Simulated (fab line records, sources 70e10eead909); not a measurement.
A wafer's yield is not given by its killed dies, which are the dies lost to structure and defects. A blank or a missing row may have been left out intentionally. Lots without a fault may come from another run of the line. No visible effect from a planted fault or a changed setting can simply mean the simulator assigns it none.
Chamber matching | flow nand_harc | 4 sister chambers for NHARC_A_CONTACT_DESCUM_13 on rie_diel-03
The step chemistry O2, time 3 s. 14 wafers are shown with their chamber, then 7 later ones without.

## WAFERS, EACH WITH ITS CHAMBER
wafer  | chamber | showerhead_plenum_p_Torr (Torr) | drypump_motor_current_A (A) | oes_product_au (a.u.)
L083.2 | 1       | 1.82                            | 5.3                         | 1.010
L083.4 | 0       | 1.91                            | 5.7                         | 1.013
L083.6 | 2       | 1.96                            | 5.8                         | 1.001
L084.1 | 0       | 1.91                            | 5.7                         | 1.007
L084.2 | 3       | 1.82                            | 5.2                         | 1.007
L084.3 | 2       | 1.96                            | 5.7                         | 0.999
L087.1 | 0       | 1.91                            | 5.7                         | 1.010
L087.3 | 2       | 1.96                            | 5.8                         | 1.004
L087.5 | 0       | 1.91                            | 5.7                         | 1.004
L090.1 | 0       | 1.91                            | 5.7                         | 1.007
L090.4 | 1       | 1.82                            | 5.3                         | 1.004
L090.5 | 0       | 1.91                            | 5.7                         | 1.012
L088.1 | 2       | 1.95                            | 5.7                         | 1.006
L088.2 | 1       | 1.82                            | 5.3                         | 0.991

SIGNATURES, as means of the wafers listed above
reading                  | chamber 0 | chamber 1 | chamber 2 | chamber 3 | scatter within a chamber
showerhead_plenum_p_Torr | 1.9100    | 1.8200    | 1.9575    | 1.8200    | 0.00274
drypump_motor_current_A  | 5.700     | 5.300     | 5.750     | 5.200     | 0.0316
oes_product_au           | 1.00883   | 1.00167   | 1.00250   | 1.00700   | 0.00526
Rule: a wafer's distance from a chamber is the root of the sum, over the readings, of the square of ((its reading less the chamber's mean) divided by the reading's scatter). If the next closest chamber is less than 2 further off than the closest, the wafer can't be placed; otherwise it belongs to the closest. How the scatter is found: for the shown wafers, subtract from each reading the mean of its chamber, square and add these, divide the total by (wafers less chambers), then take the root.

## WAFERS WHOSE CHAMBER IS MISSING
wafer  | showerhead_plenum_p_Torr (Torr) | drypump_motor_current_A (A) | oes_product_au (a.u.)
L088.3 | 1.81                            | 5.2                         | 1.005
L089.1 | 1.91                            | 5.7                         | 1.007
L089.4 | 1.95                            | 5.8                         | 1.015
L089.5 | 1.81                            | 5.2                         | 0.997
L093.1 | 1.82                            | 5.2                         | 1.005
L093.3 | 1.91                            | 5.7                         | 1.016
L093.6 | 1.82                            | 5.3                         | 0.995

## EACH ONE'S CHAMBER
wafer  | from the rows above     | in truth
L088.3 | can't be placed: 3 or 1 | 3
L089.1 | 0                       | 0
L089.4 | 2                       | 2
L089.5 | can't be placed: 3 or 1 | 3
L093.1 | 3                       | 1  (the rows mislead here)
L093.3 | 0                       | 0
L093.6 | 1                       | 1
4 of 7 placed correctly. Cannot be placed on the basis of these rows: 2; the candidates contain the true chamber in 2. 1 placed wrongly.
